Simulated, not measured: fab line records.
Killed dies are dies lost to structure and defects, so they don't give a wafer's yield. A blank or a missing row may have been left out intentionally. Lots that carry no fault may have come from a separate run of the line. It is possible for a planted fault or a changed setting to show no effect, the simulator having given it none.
fab line records	flow n5_finfet
[record] lots = 5	wafers = 15	last_day = 18
route steps=1938 shown BEOL_M0_CUTY@706 BEOL_M0@715 BEOL_M4@1111 PASSIVATION@1936
lots untouched by any fault: they come from a run of this same line in which no faults occurred
start_h: hours from the record's opening day to when the first of the lot's shown wafers began	wait_h: hours elapsed since this lot's preceding step	" same as the row above	L1.1+2: several wafers, shown together as one row	- value missing, or start not given	* or withheld: withheld	< > ~ a bound
route shown NAME@n: NAME is a module with steps in the file, n the number in the route of the first one	usual: mean/standard deviation of fault-free wafers	same: alike in all rows	chamber/n: place in a boat	sites: readings site by site	_std_site: standard deviation across them	_edge_site: inner sites' mean taken away from outer sites' mean	radius_mm: how far each site lies from the wafer's centre	mask NAME#n: copy n	behind: tool/chamber where the wafer was last shaped	hold: what put the lot on hold/how long, in hours/how the hold closed	device: transistor that didn't switch, given as n, p or np	end of line: the tests these same wafers got at the end of their route	a step with no rows: only its recipe	killed: not the wafer's yield, but the dies lost to structure and defects at the first sort	map: shows each die of a wafer: x if killed, . if not, _ if none is there
set.NAME: setting as actually run; set.NAME@STEP: the setting as run at that earlier step	model.NAME: the simulator's own value behind a step, which no gauge read
lots at selected steps of the route; one table per step, one row per wafer
services: a tool's chamber out of use, with start hour (start_h, from the record's first day; less than 0 if before it), hours out, and reason
[[steps]]
[step N5_BEOL_M0_CUTY_PEB_55]
[recipe] peb_temp_c = 110	peb_time_s = 60	resist = CAR-ArF-block
[step N5_BEOL_M0_CUTY_DEVELOP_56]
[recipe] develop_time_s = 30	developer = TMAH	resist = CAR-ArF-block	rinse_liquid = diw	dry = air_spin	dev_temp_c = 23
[step N5_BEOL_M0_CUTY_CD_MEAS_57]
[recipe] target_cd_nm = 200	landing_energy_ev = 500	detector = se_inlens	polarity = line
[usual] cd_nm = 199.7/0.93
lot.wafer	tool	chamber	start_h	wait_h	cd_nm
L277.1	cd_sem-03	0	116.52	-	200.3
L277.2	"	0	"	"	199.5
L277.6	"	0	"	"	198.5
L284.2	cd_sem-01	0	157.11	-	201.0
L284.3	"	0	"	"	200.2
L284.4	"	0	"	"	200.8
L294.1	cd_sem-02	0	221.16	-	200.0
L294.4	"	0	"	"	201.5
L294.5	"	0	"	"	199.3
L297.1	cd_sem-01	0	237.66	-	198.0
L297.5	"	0	"	"	199.0
L297.6	"	0	"	"	199.0
L299.2	cd_sem-01	0	254.45	-	198.4
L299.4	"	0	"	"	198.5
L299.6	"	0	"	"	198.7
[step N5_BEOL_M0_CUTY_OVL_MEAS_58]
[recipe] points_per_wafer = 44
[usual] M0_ABLK_OVL = -0.3/0.88
lot.wafer	tool	chamber	start_h	wait_h	M0_ABLK_OVL[nm]
L277.1	overlay-01	0	116.55	0.0	2.3
L277.2	"	0	"	"	0.8
L277.6	"	0	"	"	0.2
L284.2	overlay-01	0	157.13	0.0	-0.4
L284.3	"	0	"	"	0.7
L284.4	"	0	"	"	0.2
L294.1	overlay-02	0	221.19	0.0	-0.4
L294.4	"	0	"	"	-0.8
L294.5	"	0	"	"	-0.4
L297.1	overlay-02	0	237.69	0.0	-0.8
L297.5	"	0	"	"	-0.5
L297.6	"	0	"	"	0.2
L299.2	overlay-01	0	254.48	0.0	-0.4
L299.4	"	0	"	"	-0.5
L299.6	"	0	"	"	0.4
[step N5_BEOL_M0_CUTY_INSPECT_59]
[recipe] mode = adi	inspect_instrument = macro
[usual] raw_defect_count = 2.3/1.5
lot.wafer	tool	chamber	start_h	wait_h	raw_defect_count
L277.1	defect_inspect-02	-	116.57	0.0	3
L277.2	"	-	"	"	4
L277.6	"	-	"	"	2
L284.2	defect_inspect-02	-	157.16	0.0	2
L284.3	"	-	"	"	1
L284.4	"	-	"	"	1
L294.1	defect_inspect-01	-	221.21	0.0	4
L294.4	"	-	"	"	3
L294.5	"	-	"	"	1
L297.1	defect_inspect-02	-	237.71	0.0	4
L297.5	"	-	"	"	3
L297.6	"	-	"	"	2
L299.2	defect_inspect-02	-	254.50	0.0	5
L299.4	"	-	"	"	3
L299.6	"	-	"	"	4
[step N5_BEOL_M0_CUTY_DESCUM_61]
[recipe] chemistry = O2	time_s = 7.9	source_power_w = 50	bias_power_w = 20	pressure_mtorr = 20	rf_frequency_hz = 2.712e+07	temp_c = 40	resist = CAR-ArF-block	o2_flow_sccm = 225
[step N5_BEOL_M0_CUTY_ETCH_62]
[recipe] chemistry = CF4	target = SiARC	mask_material = CAR-ArF-block	time_s = 58.5	ion_energy_ev = 80	pressure_mtorr = 40	source_w = 545	bias_w = 36	Ar_flow_sccm = 100	cf4_flow_sccm = 100	ends = cleared
[usual] drypump_motor_current_A = 5.8/0.5	etch_rf_on_time_s = 58.6/1.4	oes_product_au = 0.65/0.074	rf_vpp_V = 184.1/1.2	showerhead_plenum_p_Torr = 2.13/0.071	throttle_valve_pct = 15.58/0.2
lot.wafer	tool	chamber	start_h	wait_h	drypump_motor_current_A	etch_rf_on_time_s	oes_product_au	rf_hours_counter_h	rf_vpp_V	showerhead_plenum_p_Torr	throttle_valve_pct
L277.1	rie_diel-04	1	116.64	0.0	6.3	56.7	0.60	229	183.3	2.11	15.58
L277.2	"	0	"	"	6.7	58.5	0.58	232	183.0	2.03	15.94
L277.6	"	3	"	"	6.4	58.4	0.80	-	185.8	2.19	15.55
L284.2	rie_diel-03	2	157.87	0.0	5.4	58.6	0.69	90	185.0	2.15	15.37
L284.3	"	1	"	"	5.3	59.8	0.72	63	183.8	2.17	15.33
L284.4	"	3	"	"	5.7	58.3	0.60	250	181.4	2.02	15.90
L294.1	rie_diel-02	1	221.44	0.0	6.2	60.4	0.59	228	185.1	2.20	15.63
L294.4	"	0	"	"	5.3	59.4	0.60	217	183.2	2.04	15.56
L294.5	"	3	"	"	5.6	56.0	0.63	-	183.0	2.13	15.61
L297.1	rie_diel-04	3	238.23	0.0	6.4	59.3	0.72	59	184.4	2.18	15.64
L297.5	"	1	"	"	6.3	55.8	0.81	-	183.9	2.10	15.18
L297.6	"	0	"	"	6.7	58.2	0.76	-	186.2	2.27	15.55
L299.2	rie_diel-02	1	254.57	0.0	6.3	60.0	0.58	242	185.2	2.20	15.66
L299.4	"	0	"	"	5.3	59.7	0.58	-	184.4	2.03	15.59
L299.6	"	3	"	"	5.6	56.1	0.63	-	185.0	2.12	15.63
[step N5_BEOL_M0_CUTY_ETCH_63]
[recipe] chemistry = N2/H2	target = SOC	target_depth_a = 827	overetch_a = 165	mask_material = SiARC	temp_c = 40	ion_energy_ev = 200	time_s = 124	pressure_mtorr = 30	source_w = 840	bias_w = 150	n2_flow_sccm = 200	h2_flow_sccm = 200
[usual] drypump_motor_current_A = 5.8/0.5	oes_product_au = 0.63/0.068	rf_vpp_V = 523.6/2.5	showerhead_plenum_p_Torr = 2.54/0.094	temp_c = 40.00/0.12	throttle_valve_pct = 17.78/0.25
lot.wafer	tool	chamber	start_h	wait_h	drypump_motor_current_A	oes_product_au	rf_hours_counter_h	rf_vpp_V	showerhead_plenum_p_Torr	temp_c	throttle_valve_pct
L277.1	rie_diel-04	1	116.69	0.0	6.3	0.56	229	523.1	2.51	40.18	17.70
L277.2	"	0	"	"	6.7	0.57	232	520.0	2.42	39.76	18.23
L277.6	"	3	"	"	6.4	0.76	-	525.8	2.60	40.17	17.74
L284.2	rie_diel-03	2	157.92	0.0	5.4	0.66	90	523.3	2.55	40.00	17.51
L284.3	"	1	"	"	5.3	0.69	63	525.8	2.59	40.08	17.51
L284.4	"	3	"	"	5.7	0.58	250	519.7	2.38	40.03	18.01
L294.1	rie_diel-02	1	221.49	0.0	6.2	0.58	228	526.5	2.62	39.92	17.92
L294.4	"	0	"	"	5.3	0.58	217	521.4	2.39	39.84	17.58
L294.5	"	3	"	"	5.6	0.59	-	523.7	2.52	40.05	17.84
L297.1	rie_diel-04	3	238.27	0.0	6.5	0.70	59	525.4	2.58	39.98	17.80
L297.5	"	1	"	"	6.3	0.77	-	522.8	2.49	40.05	17.39
L297.6	"	0	"	"	6.7	0.73	-	526.8	2.72	40.08	17.83
L299.2	rie_diel-02	1	254.61	0.0	6.2	0.57	242	524.9	2.62	40.01	17.92
L299.4	"	0	"	"	5.3	0.57	-	520.8	2.39	39.99	17.59
L299.6	"	3	"	"	5.6	0.58	-	521.7	2.52	40.13	17.87
[step N5_BEOL_M0_CUTY_STRIP_64]
[recipe] chemistry = N2/H2	temp_c = 40	n2_flow_sccm = 200	h2_flow_sccm = 200	rf_frequency_hz = 6e+07
[step N5_BEOL_M0_ETCH_138]
[recipe] chemistry = CH3F/O2	target_depth_a = 120	target = SiCN	time_s = 31.6	ion_energy_ev = 120	pressure_mtorr = 30	source_w = 395	bias_w = 75	Ar_flow_sccm = 150	CH3F_flow_sccm = 30	O2_flow_sccm = 20	ends = cleared
[usual] drypump_motor_current_A = 5.8/0.5	etch_rf_on_time_s = 29.4/0.83	oes_product_au = 0.66/0.074	rf_vpp_V = 297.3/1.6	showerhead_plenum_p_Torr = 2.00/0.075	throttle_valve_pct = 16.29/0.21
lot.wafer	tool	chamber	start_h	wait_h	drypump_motor_current_A	etch_rf_on_time_s	oes_product_au	rf_hours_counter_h	rf_vpp_V	showerhead_plenum_p_Torr	throttle_valve_pct
L277.1	rie_diel-04	1	116.81	0.0	6.3	29.8	0.58	229	296.6	1.97	16.29
L277.2	"	0	"	"	6.7	29.1	0.58	233	295.1	1.89	16.67
L277.6	"	3	"	"	6.4	29.3	0.80	-	298.8	2.06	16.34
L284.2	rie_diel-03	2	158.04	0.0	5.4	29.9	0.69	90	297.7	2.02	16.08
L284.3	"	1	"	"	5.3	29.1	0.72	63	300.2	2.01	15.96
L284.4	"	3	"	"	5.8	31.5	0.60	250	295.9	1.89	16.64
L294.1	rie_diel-02	1	221.61	0.0	6.2	28.4	0.60	228	298.3	2.07	16.40
L294.4	"	0	"	"	5.3	28.9	0.60	217	295.3	1.88	16.18
L294.5	"	3	"	"	5.6	29.2	0.63	-	296.7	2.00	16.40
L297.1	rie_diel-04	3	238.40	0.0	6.4	28.1	0.73	59	297.7	2.05	16.43
L297.5	"	1	"	"	6.3	28.6	0.81	-	296.9	1.96	15.95
L297.6	"	0	"	"	6.7	29.5	0.76	-	300.4	2.13	16.27
L299.2	rie_diel-02	1	254.74	0.0	6.2	28.8	0.59	242	296.5	2.06	16.40
L299.4	"	0	"	"	5.3	29.9	0.59	-	294.1	1.88	16.20
L299.6	"	3	"	"	5.6	30.6	0.61	-	297.7	2.00	16.44
[step N5_BEOL_M0_HM_OPEN_105]
[recipe] chemistry = Cl2/BCl3	target_depth_a = 120	target = TiN	ion_energy_ev = 150	pressure_mtorr = 10	icp_w = 1000	bias_w = 126	Cl2_flow_sccm = 53.25	bcl3_flow_sccm = 21.75	Ar_flow_sccm = 25
[usual] drypump_motor_current_A = 5.8/0.42	oes_product_au = 0.72/0.095	throttle_valve_pct = 22.04/0.24
lot.wafer	tool	chamber	start_h	wait_h	drypump_motor_current_A	oes_product_au	rf_hours_counter_h	throttle_valve_pct
L277.1	rie_metal-03	1	116.92	0.1	5.5	0.79	46	22.45
L277.2	"	0	"	"	5.5	0.70	99	22.04
L277.6	"	1	"	"	5.5	0.78	-	22.46
L284.2	rie_metal-03	1	159.58	1.5	5.5	0.76	50	22.48
L284.3	"	1	"	"	5.5	0.77	-	22.46
L284.4	"	0	"	"	5.5	0.69	-	22.04
L294.1	rie_metal-03	0	225.51	3.9	5.6	0.68	110	22.05
L294.4	"	0	"	"	5.6	0.69	-	22.05
L294.5	"	1	"	"	5.5	0.75	-	22.49
L297.1	rie_metal-03	1	241.38	2.9	5.5	0.75	58	22.49
L297.5	"	0	"	"	5.6	0.67	-	22.05
L297.6	"	1	"	"	5.5	0.75	-	22.50
L299.2	rie_metal-02	1	256.49	1.7	6.4	0.61	116	21.77
L299.4	"	1	"	"	6.4	0.61	-	21.76
L299.6	"	1	"	"	6.4	0.61	-	21.77
[step N5_BEOL_M0_STRIP_140]
[recipe] chemistry = CF4	resist = SiARC	power_w = 300	bias_power_w = 75	pressure_mtorr = 50	cf4_flow_sccm = 150	rf_frequency_hz = 6e+07
[usual] drypump_motor_current_A = 5.9/0.49	oes_product_au = 0.79/0.089	power_w = 300.0/0.85	rf_vpp_V = 271.2/1.9	showerhead_plenum_p_Torr = 1.80/0.061	throttle_valve_pct = 13.53/0.21
lot.wafer	tool	chamber	start_h	wait_h	drypump_motor_current_A	oes_product_au	power_w	rf_hours_counter_h	rf_vpp_V	showerhead_plenum_p_Torr	throttle_valve_pct
L277.1	rie_diel-03	1	117.13	0.2	5.3	0.85	300.8	45	271.5	1.84	13.31
L277.2	"	3	"	"	5.7	0.71	300.3	235	269.6	1.69	13.85
L277.6	"	1	"	"	5.3	0.86	300.9	-	273.1	1.84	13.32
L284.2	rie_diel-04	3	159.83	0.2	6.4	0.88	301.1	28	270.5	1.82	13.48
L284.3	"	2	"	"	5.6	0.71	299.9	219	268.9	1.71	13.83
L284.4	"	1	"	"	6.3	0.67	298.2	246	270.6	1.76	13.65
L294.1	rie_diel-03	0	225.74	0.2	5.6	0.71	299.5	208	269.7	1.78	13.57
L294.4	"	1	"	"	5.3	0.81	300.5	90	270.8	1.82	13.43
L294.5	"	2	"	"	5.5	0.78	299.9	-	270.5	1.79	13.39
L297.1	rie_diel-04	0	241.63	0.2	6.7	0.87	300.6	22	274.4	1.90	13.45
L297.5	"	0	"	"	6.7	0.86	299.7	-	274.2	1.90	13.47
L297.6	"	1	"	"	6.3	0.91	300.6	-	271.7	1.76	13.14
L299.2	rie_diel-02	0	256.83	0.3	5.3	0.69	300.1	231	268.2	1.72	13.67
L299.4	"	3	"	"	5.6	0.71	300.4	-	270.2	1.76	13.60
L299.6	"	0	"	"	5.3	0.69	299.0	-	269.7	1.72	13.67
[step N5_BEOL_M0_STRIP_104]
[recipe] chemistry = N2/H2	power_w = 450	temp_c = 40	pressure_mtorr = 20	rf_frequency_hz = 6e+07	overash_fraction = 0.3	bias_power_w = 7	h2_frac = 0.5	n2_flow_sccm = 200	h2_flow_sccm = 200
[usual] drypump_motor_current_A = 5.9/0.49	oes_product_au = 0.80/0.096	power_w = 449.9/1.2	rf_vpp_V = 59.2/1.7	showerhead_plenum_p_Torr = 2.55/0.096	temp_c = 40.00/0.12	throttle_valve_pct = 23.56/0.27
lot.wafer	tool	chamber	start_h	wait_h	drypump_motor_current_A	oes_product_au	power_w	rf_hours_counter_h	rf_vpp_V	showerhead_plenum_p_Torr	temp_c	throttle_valve_pct
L277.1	rie_diel-03	1	117.15	0.0	5.3	0.87	451.6	45	59.4	2.59	40.18	23.30
L277.2	"	3	"	"	5.7	0.70	449.0	235	61.0	2.39	40.08	23.67
L277.6	"	1	"	"	5.3	0.89	450.2	-	58.8	2.59	40.17	23.31
L284.2	rie_diel-04	3	159.85	0.0	6.4	0.92	451.2	28	59.8	2.59	39.90	23.59
L284.3	"	2	"	"	5.6	0.71	450.5	219	59.3	2.41	40.13	23.68
L284.4	"	1	"	"	6.3	0.66	448.8	246	58.2	2.50	40.11	23.29
L294.1	rie_diel-03	0	225.76	0.0	5.6	0.70	448.7	208	62.5	2.53	40.23	24.01
L294.4	"	1	"	"	5.3	0.83	449.7	90	56.6	2.57	39.96	23.31
L294.5	"	2	"	"	5.5	0.77	449.6	-	57.2	2.53	40.13	23.32
L297.1	rie_diel-04	0	241.65	0.0	6.7	0.90	448.6	22	59.3	2.72	39.96	23.69
L297.5	"	0	"	"	6.7	0.89	449.8	-	61.8	2.72	40.19	23.72
L297.6	"	1	"	"	6.3	0.94	392.7	-	58.0	2.49	40.01	23.17
L299.2	rie_diel-02	0	256.85	0.0	5.3	0.69	449.8	231	60.1	2.38	40.10	23.32
L299.4	"	3	"	"	5.6	0.71	449.5	-	60.6	2.51	39.82	23.69
L299.6	"	0	"	"	5.3	0.69	449.4	-	61.0	2.38	39.82	23.31
[step N5_BEOL_M0_WET_ETCH_106]
[recipe] chemistry = DHF	dilution = 10:1	temp_c = 25	target = SiO2	target_depth_a = 1300	dry = ipa_marangoni	rinse_time_s = 30	rinse_temp_c = 23
[step N5_BEOL_M4_RC_MEAS_101]
[usual] DIBL_N = 35.8/1.6	DIBL_P = 36.0/1.9	IOFF_N = 0.151/0.029	IOFF_P = 0.21/0.037	ION_N = 673/12	ION_P = 463/7.3	SS_N = 71.5/0.58	SS_P = 73.2/0.61	VT_N = 251/3.3	VT_P = -250/3.3
lot.wafer	tool	chamber	start_h	wait_h	DIBL_N[mV/V]	DIBL_P[mV/V]	IOFF_N[nA/um]	IOFF_P[nA/um]	ION_N[uA/um]	ION_P[uA/um]	SS_N[mV/dec]	SS_P[mV/dec]	VT_N[mV]	VT_P[mV]
L277.1	prober-02	0	161.92	0.6	38.9	39.9	0.190	0.26	692	474	72.2	73.7	248	-246
L277.2	"	0	"	"	37.2	35.9	0.139	0.19	664	455	71.7	72.8	255	-253
L277.6	"	0	"	"	36.5	35.5	0.129	0.19	663	457	72.1	73.1	255	-251
L284.2	prober-02	0	220.56	0.2	39.2	40.5	0.212	0.25	688	470	71.9	73.7	245	-249
L284.3	"	0	"	"	36.3	36.0	0.138	0.19	680	461	71.9	73.4	253	-252
L284.4	"	0	"	"	39.0	39.5	0.199	0.24	685	465	71.9	73.9	246	-249
L294.1	prober-01	0	277.28	0.0	36.1	36.7	0.174	0.22	691	473	71.8	73.6	247	-252
L294.4	"	0	"	"	33.0	32.3	0.112	0.16	659	455	70.5	72.4	255	-251
L294.5	"	0	"	"	33.6	33.6	0.128	0.17	677	463	71.3	73.2	252	-251
L297.1	prober-01	0	298.73	0.0	35.4	37.2	0.163	0.22	687	471	71.6	74.1	248	-249
L297.5	"	0	"	"	34.6	37.3	0.162	0.22	687	470	72.3	73.6	246	-254
L297.6	"	0	"	"	35.6	37.5	0.161	0.21	675	464	71.8	74.1	249	-251
L299.2	prober-02	0	314.35	0.2	34.0	33.1	0.109	0.16	654	455	71.3	72.6	255	-255
L299.4	"	0	"	"	35.1	34.7	0.127	0.18	667	461	71.6	73.5	254	-255
L299.6	"	0	"	"	35.0	35.0	0.129	0.18	665	455	71.3	72.5	253	-254
[step N5_PASSIVATION_PROBE_49]
[usual] defect_limited_yield = 90.9/1.4	killed_at_M0_to_M3 = 37/12	killed_at_M4_up = 14/5.3	killed_at_contacts = 12/6.2	killed_at_front_end = 41/11	killed_at_other = 3.7/2.9	killed_dies = 107/17	killed_open = 71/12	killed_short = 34/7.9	sort_bin_5_function = 5.3/0.95	sort_bin_6_memory = 3.4/0.7	sort_n_pass = 1073/17	sort_yield_pct = 90.9/1.5
[same] gross_dies = 1180	killed_at_back_side = 0	sort_bin_4_leakage[%] = 0	sort_bin_8_speed[%] = 0
lot.wafer	tool	chamber	start_h	wait_h	defect_limited_yield[%]	killed_at_M0_to_M3	killed_at_M4_up	killed_at_contacts	killed_at_front_end	killed_at_other	killed_dies	killed_open	killed_short	sort_bin_5_function[%]	sort_bin_6_memory[%]	sort_n_pass	sort_yield_pct[%]
L284.2	prober-01	-	325.89	0.1	87.1	76	9	13	50	4	152	99	47	7.8	4.3	1028	87.1
L284.3	prober-01	-	325.94	0.1	89.7	74	7	6	32	3	122	76	41	5.6	4.4	1058	89.7
L284.4	prober-01	-	325.99	0.2	87.7	67	15	14	40	9	145	101	42	6.4	5.5	1035	87.7
// killed by level:class
L284.2 BEOL_M2:geometric_particle:open=16 BEOL_M0_SAQP:geometric_particle:open=15 MOL_CONTACT_COAG:geometric_particle:open=13 BEOL_M0_SAQP:geometric_particle:short=13 FIN_SAQP:geometric_particle:open=11 BEOL_M1:geometric_particle:open=10 BEOL_M3:geometric_particle:open=7 BEOL_M2:geometric_particle:short=6
L284.3 BEOL_M0_SAQP:geometric_particle:short=20 BEOL_M0_SAQP:geometric_particle:open=19 BEOL_M2:geometric_particle:open=8 FIN_SAQP:geometric_particle:open=7 STI_FIN_REVEAL:geometric_particle:open=6 MOL_CONTACT_COAG:geometric_particle:open=6 BEOL_M1:geometric_particle:open=6 BEOL_M2:geometric_particle:short=6
L284.4 BEOL_M0_SAQP:geometric_particle:open=25 BEOL_M0_SAQP:geometric_particle:short=14 MOL_CONTACT_COAG:geometric_particle:open=13 FIN_SAQP:geometric_particle:open=10 BEOL_M1:geometric_particle:open=9 BEOL_M2:geometric_particle:open=7 STI_FIN_REVEAL:geometric_particle:open=6 DUMMY_GATE:geometric_particle:open=5
[[services]]
tool	chamber	start_h	hours	kind
rie_diel-02	-	145.40	4.3	pm
rie_diel-03	3	158.12	-	clean
rie_diel-02	-	163.03	3.2	repair
rie_diel-04	0	165.28	-	clean
rie_diel-04	0	165.28	-	consumable_replace:focus_ring
rie_diel-04	0	165.28	-	consumable_replace:showerhead
rie_diel-04	0	165.28	18.7	scheduled_down
rie_diel-04	0	165.28	18.7	vent_cycle
rie_diel-04	1	184.08	-	clean
rie_diel-04	1	184.08	-	consumable_replace:focus_ring
rie_diel-04	1	184.08	16.1	scheduled_down
rie_diel-04	1	184.08	16.1	vent_cycle
rie_diel-03	3	189.80	9.6	repair
rie_diel-03	-	219.02	2.8	pm
rie_diel-04	2	235.93	-	clean
rie_diel-04	2	235.93	-	consumable_replace:focus_ring
rie_diel-04	2	235.93	-	consumable_replace:showerhead
rie_diel-04	2	235.93	16.8	scheduled_down
rie_diel-04	2	235.93	16.8	vent_cycle
rie_diel-02	2	241.92	-	clean
rie_diel-02	2	241.92	-	consumable_replace:focus_ring
rie_diel-02	2	241.92	31.1	scheduled_down
rie_diel-02	2	241.92	31.1	vent_cycle
rie_metal-03	-	242.81	14.6	pm
[[key]]
[first_sign] step = N5_BEOL_M0_STRIP_104	reading = power_w	direction = down	sigmas = 46	usual = *	struck = *
effect none on later readings
met_at N5_BEOL_M0_STRIP_104
struck_wafers L297.6
onset_between 159.85 241.65
[fault] kind = process_parameter_drift	tool = rie_diel-04	chamber = 1	onset_h = 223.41	steps = N5_BEOL_M0_STRIP_104	channel = power_w	offset = *	shape = step	end_h = 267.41	acts_in = *	stated = *
